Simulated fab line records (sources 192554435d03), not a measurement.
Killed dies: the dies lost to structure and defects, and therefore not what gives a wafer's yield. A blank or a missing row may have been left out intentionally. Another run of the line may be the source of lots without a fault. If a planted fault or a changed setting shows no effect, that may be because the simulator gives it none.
Split-lot trial -- flow n5-finfet -- route with 1938 steps; 7 lots, 39 wafers read

THE SPLIT ITSELF
At N5_BEOL_M12_ILD_DEP_00 (deposits SiOC from DEMS/O2, target thk 658.92 nm, time 130.7 s), the setting time-s was moved away from the recipe's 130.7 s on 12 of the 39 wafers read, by -30.2% to +54.3%. All remaining wafers had this setting at the recipe value.

FROM THE SPLIT TO THE READING: what the file shows between them, 6 steps
- N5_BEOL_M12_THK_MEAS_01
- N5_BEOL_M12_COAT_58: time 60 s, resist thk 89 nm
- N5_BEOL_M12_COAT_04: resist thk 400 nm
- N5_BEOL_M12_DESCUM_15: chemistry O2, time 7.9 s
- N5_BEOL_M12_ETCH_59: etches BARC in N2/H2, target depth 89 nm, overetch 26.7 nm, time 67.9 s
- N5_BEOL_M12_VIA_ETCH_16: etches SiOC in C4F8/O2/Ar, target depth 724.8 nm

THE READING
oes-product-au, in a.u., at N5_BEOL_M12_STRIP_63 (strips in N2/H2). Typical for fault-free wafers on this fab line: 0.694 a.u., with standard deviation 0.0045 a.u.

wafer,"tool, chamber at the split","time-s as run, s",against the recipe,"oes-product-au, a.u.",against lot-mates on the recipe
L075.1,"pecvd-02, 2",201.7,+54.3%,0.553,-0.140
L075.2,"pecvd-02, 0",130.7,recipe,0.696,-
L075.3,"pecvd-02, 1",130.7,recipe,0.697,-
L075.4,"pecvd-02, 2",201.7,+54.3%,0.476,-0.217
L075.5,"pecvd-02, 0",130.7,recipe,0.687,-
L075.6,"pecvd-02, 1",201.7,+54.3%,0.532,-0.161
L077.1,"pecvd-02, 2",130.7,recipe,0.691,-
L077.2,"pecvd-02, 1",130.7,recipe,0.689,-
L077.5,"pecvd-02, 2",130.7,recipe,0.695,-
L082.1,"pecvd-03, 0",91.22,-30.2%,0.740,+0.042
L082.2,"pecvd-03, 1",130.7,recipe,0.698,-
L082.3,"pecvd-03, 2",91.22,-30.2%,0.730,+0.032
L082.4,"pecvd-03, 2",130.7,recipe,0.696,-
L082.5,"pecvd-03, 0",91.22,-30.2%,0.733,+0.035
L082.6,"pecvd-03, 1",130.7,recipe,0.700,-
L085.1,"pecvd-03, 0",95.13,-27.2%,0.716,+0.020
L085.2,"pecvd-03, 1",130.7,recipe,0.698,-
L085.3,"pecvd-03, 2",95.13,-27.2%,0.717,+0.021
L085.4,"pecvd-03, 0",130.7,recipe,0.699,-
L085.5,"pecvd-03, 2",130.7,recipe,0.692,-
L085.6,"pecvd-03, 1",95.13,-27.2%,0.718,+0.022
L081.1,"pecvd-02, 2",130.7,recipe,0.689,-
L081.2,"pecvd-02, 0",130.7,recipe,0.693,-
L081.3,"pecvd-02, 1",130.7,recipe,0.696,-
L081.4,"pecvd-02, 0",130.7,recipe,0.685,-
L081.5,"pecvd-02, 1",130.7,recipe,0.688,-
L081.6,"pecvd-02, 2",130.7,recipe,0.695,-
L087.1,"pecvd-02, 0",161.6,+23.6%,0.679,-0.015
L087.2,"pecvd-02, 1",130.7,recipe,0.699,-
L087.3,"pecvd-02, 2",161.6,+23.6%,0.686,-0.008
L087.4,"pecvd-02, 2",130.7,recipe,0.687,-
L087.5,"pecvd-02, 0",161.6,+23.6%,0.675,-0.019
L087.6,"pecvd-02, 1",130.7,recipe,0.696,-
L093.1,"pecvd-01, 2",130.7,recipe,0.695,-
L093.2,"pecvd-01, 1",130.7,recipe,0.687,-
L093.3,"pecvd-01, 0",130.7,recipe,0.695,-
L093.4,"pecvd-01, 0",130.7,recipe,0.687,-
L093.5,"pecvd-01, 1",130.7,recipe,0.698,-
L093.6,"pecvd-01, 2",130.7,recipe,0.692,-

FIT RESULTS
A straight line over all 39 wafers: oes-product-au changes by -0.00222 a.u. for each +1% of time-s; r = -0.88; the points scatter about the line by 0.024 a.u.
The same after taking each lot's own level away (the mean of its wafers on the recipe; 39 wafers): -0.00218 a.u. for each +1%; r = -0.88; scatter 0.025 a.u.
That fit puts the effect of the largest move of time-s on the reading at 0.12 a.u.
Across the lots, their own levels run from 0.6910 to 0.6980 a.u., a range of 1.6 times the standard deviation given above.
The two slopes agree, so the slope changes little with the lot-to-lot level.
Check: for one of the wafers moved furthest among these (+54.3%), held out of the fit, the line's prediction against its lot-mates is -0.121 a.u. It came out at -0.14 a.u. against them.

THE WHOLE CHAIN: every reading that the file lists as answering this split, in the file's order
step,what it does,reading,change (the file's fit),r (the file's)
N5_BEOL_M12_ILD_DEP_00,"deposits SiOC from DEMS/O2, target thk 658.92 nm, time 130.7 s","SiOC_of_BEOL_M12_ILD_DEP_00.thk-nm (the simulator's own value, which no gauge read)",+6.56 nm for each +1% of the setting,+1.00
N5_BEOL_M12_THK_MEAS_01,,M12_ILD_THK,+6.57 for each +1% of the setting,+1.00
N5_BEOL_M12_VIA_ETCH_16,"etches SiOC in C4F8/O2/Ar, target depth 724.8 nm","etch.depth-nm (the simulator's own value, which no gauge read)",+6.57 nm for each +1% of the setting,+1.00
N5_BEOL_M12_VIA_ETCH_16,"etches SiOC in C4F8/O2/Ar, target depth 724.8 nm","coat_of_BEOL_M12_COAT_04.thk-nm (the simulator's own value, which no gauge read)",-1.93 nm for each +1% of the setting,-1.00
N5_BEOL_M12_STRIP_63,strips in N2/H2,oes-product-au,-0.0022 a.u. for each +1% of the setting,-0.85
N5_BEOL_M12_STRIP_63,strips in N2/H2,strip-time-to-endpoint-s,withheld for each +1% of the setting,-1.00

FILE'S OWN FIT
oes-product-au changes by -0.0022 a.u. for each +1% of time-s, r = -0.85.
